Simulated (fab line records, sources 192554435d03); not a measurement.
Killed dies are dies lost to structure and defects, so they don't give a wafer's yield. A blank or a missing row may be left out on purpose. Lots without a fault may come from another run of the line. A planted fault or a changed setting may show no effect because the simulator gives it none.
Split-lot experiment | flow n5_finfet | 7 lots, 39 wafers read, on a route of 1938 steps

THE SPLIT
At N5_FIN_SAQP_PECVD_06 (deposits a-Si from SiH4/He, target thk 60 nm, time 48.1 s), the setting time_s was moved away from the recipe's 48.1 s on 9 of the 39 wafers read, by -34.7% to +31.8%. The other wafers ran this setting at the recipe's value.

FROM THE SPLIT TO THE READING: what the file shows between them, 5 steps
- N5_FIN_SAQP_THK_MEAS_07
- N5_FIN_SAQP_HM_DEP_72: deposits SiO2 from SiH4/N2O, target thk 12 nm, time 7.2 s
- N5_FIN_SAQP_COAT_49: time 60 s, resist thk 100 nm
- N5_FIN_SAQP_HM_OPEN_73: chemistry CHF3/O2, target SiO2, stops on a-Si, target depth 12 nm, time 16.8 s
- N5_FIN_SAQP_STRIP_74: strips in CHF3/O2

THE READING
oes_product_au, in a.u., at N5_FIN_SAQP_MANDREL_ETCH_22 (etches a-Si in HBr/Cl2, stops on SiNx, target depth 60 nm, bt time 10 s, time 30 s). Fault-free wafers of this fab line usually give 0.765 a.u., standard deviation 0.012 a.u..

wafer  | tool, chamber at the split | time_s as run, s | against the recipe | oes_product_au, a.u. | against lot-mates on the recipe
L076.1 | pecvd-01, 1                | 48.1             | recipe             | 0.775                | -
L076.2 | pecvd-01, 0                | 48.1             | recipe             | 0.749                | -
L076.3 | pecvd-01, 2                | 48.1             | recipe             | 0.766                | -
L076.4 | pecvd-01, 1                | 48.1             | recipe             | 0.755                | -
L076.5 | pecvd-01, 2                | 48.1             | recipe             | 0.790                | -
L076.6 | pecvd-01, 0                | 48.1             | recipe             | 0.769                | -
L081.1 | pecvd-01, 2                | 48.1             | recipe             | 0.788                | -
L081.2 | pecvd-01, 1                | 48.1             | recipe             | 0.753                | -
L081.3 | pecvd-01, 0                | 48.1             | recipe             | 0.764                | -
L081.4 | pecvd-01, 1                | 48.1             | recipe             | 0.778                | -
L081.5 | pecvd-01, 0,2              | 48.1             | recipe             | 0.791                | -
L081.6 | pecvd-01, 0,2              | 48.1             | recipe             | 0.764                | -
L082.3 | pecvd-01, 1                | 48.1             | recipe             | 0.745                | -
L082.4 | pecvd-01, 0                | 48.1             | recipe             | 0.785                | -
L082.5 | pecvd-01, 1                | 48.1             | recipe             | 0.754                | -
L083.1 | pecvd-02, 1                | 31.43            | -34.7%             | 0.591                | -0.174
L083.2 | pecvd-02, 0                | 48.1             | recipe             | 0.751                | -
L083.3 | pecvd-02, 2                | 48.1             | recipe             | 0.768                | -
L083.4 | pecvd-02, 2                | 31.43            | -34.7%             | 0.624                | -0.141
L083.5 | pecvd-02, 1                | 31.43            | -34.7%             | 0.594                | -0.171
L083.6 | pecvd-02, 0                | 48.1             | recipe             | 0.776                | -
L084.1 | pecvd-04, 2                | 63.38            | +31.8%             | 0.892                | +0.136
L084.2 | pecvd-04, 1                | 63.38            | +31.8%             | 0.931                | +0.175
L084.3 | pecvd-04, 0                | 48.1             | recipe             | 0.755                | -
L084.4 | pecvd-04, 1                | 63.38            | +31.8%             | 0.932                | +0.176
L084.5 | pecvd-04, 0                | 48.1             | recipe             | 0.761                | -
L084.6 | pecvd-04, 2                | 48.1             | recipe             | 0.753                | -
L090.1 | pecvd-04, 0                | 48.1             | recipe             | 0.766                | -
L090.2 | pecvd-04, 1                | 48.1             | recipe             | 0.766                | -
L090.3 | pecvd-04, 2                | 48.1             | recipe             | 0.753                | -
L090.4 | pecvd-04, 0                | 48.1             | recipe             | 0.786                | -
L090.5 | pecvd-04, 2                | 48.1             | recipe             | 0.791                | -
L090.6 | pecvd-04, 1                | 48.1             | recipe             | 0.766                | -
L091.1 | pecvd-02, 1                | 48.1             | recipe             | 0.746                | -
L091.2 | pecvd-02, 2                | 48.1             | recipe             | 0.751                | -
L091.3 | pecvd-02, 0                | 37.83            | -21.4%             | 0.659                | -0.095
L091.4 | pecvd-02, 1                | 37.83            | -21.4%             | 0.664                | -0.090
L091.5 | pecvd-02, 0                | 37.83            | -21.4%             | 0.672                | -0.082
L091.6 | pecvd-02, 2                | 48.1             | recipe             | 0.766                | -
Where a row lists several chambers, the file gives one row for several wafers and doesn't say which wafer went through which chamber.

THE FIT
A straight line over all 39 wafers: oes_product_au changes by +0.00475 a.u. for each +1% of time_s; r = +0.98; the points scatter about the line by 0.014 a.u..
The same after taking each lot's own level away (the mean of its wafers on the recipe; 39 wafers): +0.00477 a.u. for each +1%; r = +0.98; scatter 0.014 a.u..
On that fit, the largest move of time_s shifts the reading by 0.17 a.u..
The lots' own levels span 0.7543 to 0.7730 a.u., that is 1.6 times the standard deviation above.
So the lot-to-lot level changes the slope little: the two slopes agree.
Check: with one of the wafers moved furthest among these (-34.7%) left out of the fit, the line predicts -0.161 a.u. for it against its lot-mates. It came out at -0.174 a.u. against them.

THE WHOLE CHAIN: every reading that the file lists as answering this split, in the file's order
step                        | what it does                                                                       | reading                                                                           | change (the file's fit)                   | r (the file's)
N5_FIN_SAQP_PECVD_06        | deposits a-Si from SiH4/He, target thk 60 nm, time 48.1 s                          | a-Si_of_FIN_SAQP_PECVD_06.thk_nm (the simulator's own value, which no gauge read) | +0.6 nm for each +1% of the setting       | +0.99
N5_FIN_SAQP_THK_MEAS_07     |                                                                                    | thk_nm                                                                            | withheld for each +1% of the setting      | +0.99
N5_FIN_SAQP_MANDREL_ETCH_22 | etches a-Si in HBr/Cl2, stops on SiNx, target depth 60 nm, bt time 10 s, time 30 s | oes_product_au                                                                    | +0.00475 a.u. for each +1% of the setting | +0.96
N5_FIN_SAQP_MANDREL_ETCH_22 | etches a-Si in HBr/Cl2, stops on SiNx, target depth 60 nm, bt time 10 s, time 30 s | etch.depth_nm (the simulator's own value, which no gauge read)                    | +0.6 nm for each +1% of the setting       | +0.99

THE FILE'S OWN FIT
oes_product_au changes by +0.00475 a.u. for each +1% of time_s, r = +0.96.
